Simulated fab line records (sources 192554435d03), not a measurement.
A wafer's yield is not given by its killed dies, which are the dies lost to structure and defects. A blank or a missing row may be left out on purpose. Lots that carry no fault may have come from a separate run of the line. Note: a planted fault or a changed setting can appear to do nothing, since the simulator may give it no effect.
Matching of chambers | flow n5 finfet | N5_BEOL_M12_ILD_DEP_00 on pecvd-03 has 3 sister chambers
The step deposits SiOC from DEMS/O2, target thk 658.92 nm, time 130.7 s. 5 wafers are shown with their chamber, then 10 later ones without.

## WAFERS PAIRED WITH THEIR CHAMBERS
wafer  | chamber | throttle valve pct (%) | heater power w (W)
L081.1 | 2       | 10.6                   | 538
L086.4 | 0       | 12.7                   | 461
L086.5 | 1       | 12.5                   | 478
L089.2 | 1       | 12.4                   | 473
L089.5 | 0       | 12.5                   | 405

## WAFERS MISSING THEIR CHAMBER
wafer  | throttle valve pct (%) | heater power w (W)
L089.6 | 10.7                   | 539
L090.1 | 10.6                   | 493
L090.2 | 12.3                   | 470
L090.3 | 12.5                   | 401
L090.4 | 12.5                   | 496
L090.5 | 12.5                   | 431
L090.6 | 10.4                   | 527
L095.2 | 12.7                   | 433
L095.4 | 12.4                   | 506
L095.5 | 12.7                   | 463

## WHICH CHAMBER EACH ONE RAN IN
wafer  | from the rows above     | in truth
L089.6 | 2                       | 2
L090.1 | 2                       | 2
L090.2 | can't be placed: 1 or 0 | 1
L090.3 | can't be placed: 0 or 1 | 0
L090.4 | can't be placed: 1 or 0 | 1
L090.5 | can't be placed: 0 or 1 | 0
L090.6 | 2                       | 2
L095.2 | can't be placed: 0 or 1 | 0
L095.4 | can't be placed: 1 or 0 | 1
L095.5 | can't be placed: 0 or 1 | 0
Correct placement for 3 of the 10. These rows do not allow placing 7 (true chamber among the candidates in 7). Placed wrongly: 0.
How it was worked out, from the rows above alone: a wafer's distance from a chamber is the root of the sum, over the readings, of the square of ((its reading less the chamber's mean) divided by the reading's scatter). The wafer belongs to the nearest chamber; if the next one is less than 2 further off, it can't be placed. For every chamber, the mean is computed from those of its wafers that are shown. The scatter is the square root of a quotient: the sum, over the shown wafers, of each reading's squared deviation from its chamber's mean, divided by wafers minus chambers.
